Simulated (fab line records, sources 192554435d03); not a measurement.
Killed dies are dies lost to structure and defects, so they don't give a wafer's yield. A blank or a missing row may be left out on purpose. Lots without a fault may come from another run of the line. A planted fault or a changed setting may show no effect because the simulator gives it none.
Chamber matching | flow n5_finfet | N5_BEOL_M11_DEP_56 on pecvd-02: 3 sister chambers
The step deposits SiCN from 3MS/NH3, target thk 30 nm, time 10.5 s. 22 wafers are shown with their chamber, then 11 later ones without.

WAFERS WITH THEIR CHAMBER
wafer  | chamber | throttle_valve_pct (%) | showerhead_plenum_p_Torr (Torr)
L075.2 | 0       | 19.1                   | 4.183
L075.5 | 0       | 18.8                   | 4.178
L075.6 | 1       | 18.6                   | 4.165
L077.3 | 2       | 15.9                   | 4.149
L077.5 | 1       | 19.1                   | 4.182
L077.6 | 2       | 16.0                   | 4.155
L076.1 | 2       | 16.0                   | 4.149
L076.2 | 1       | 18.5                   | 4.187
L076.3 | 0       | 18.9                   | 4.182
L076.4 | 0       | 18.5                   | 4.175
L076.5 | 1       | 18.6                   | 4.178
L076.6 | 2       | 15.8                   | 4.160
L078.2 | 1       | 19.0                   | 4.179
L078.3 | 0       | 18.7                   | 4.174
L078.4 | 0       | 18.8                   | 4.180
L083.1 | 0       | 18.8                   | 4.181
L083.2 | 1       | 18.8                   | 4.164
L083.3 | 2       | 15.8                   | 4.144
L083.4 | 2       | 16.1                   | 4.154
L083.5 | 0       | 19.1                   | 4.189
L083.6 | 1       | 18.6                   | 4.192
L087.1 | 1       | 18.4                   | 4.180

SIGNATURES (means of the wafers above)
reading                  | chamber 0 | chamber 1 | chamber 2 | scatter within a chamber
throttle_valve_pct       | 18.837    | 18.700    | 15.933    | 0.202
showerhead_plenum_p_Torr | 4.18025   | 4.17837   | 4.15183   | 0.00718
Rule: a wafer's distance from a chamber is the root of the sum, over the readings, of the square of ((its reading less the chamber's mean) divided by the reading's scatter). The wafer belongs to the nearest chamber; if the next one is less than 2 further off, it can't be placed. The scatter: the root of (the sum of the squares of (reading less its chamber's mean) over the shown wafers, divided by (wafers less chambers)).

WAFERS WITHOUT THEIR CHAMBER
wafer  | throttle_valve_pct (%) | showerhead_plenum_p_Torr (Torr)
L087.3 | 18.8                   | 4.185
L087.6 | 19.0                   | 4.183
L090.3 | 15.8                   | 4.153
L090.4 | 15.7                   | 4.158
L090.6 | 18.5                   | 4.167
L093.4 | 18.8                   | 4.175
L093.5 | 18.5                   | 4.178
L093.6 | 16.1                   | 4.144
L097.1 | 18.7                   | 4.180
L097.3 | 19.1                   | 4.171
L097.5 | 18.2                   | 4.177

WHICH CHAMBER EACH WENT THROUGH
wafer  | from the rows above     | in truth
L087.3 | can't be placed: 0 or 1 | 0
L087.6 | can't be placed: 0 or 1 | 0
L090.3 | 2                       | 2
L090.4 | 2                       | 2
L090.6 | can't be placed: 1 or 0 | 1
L093.4 | can't be placed: 1 or 0 | 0
L093.5 | can't be placed: 1 or 0 | 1
L093.6 | 2                       | 2
L097.1 | can't be placed: 1 or 0 | 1
L097.3 | can't be placed: 0 or 1 | 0
L097.5 | can't be placed: 1 or 0 | 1
Placed correctly: 3 of 11. Can't be placed from these rows: 8 (the true chamber is among the candidates in 8). Placed wrongly: 0.
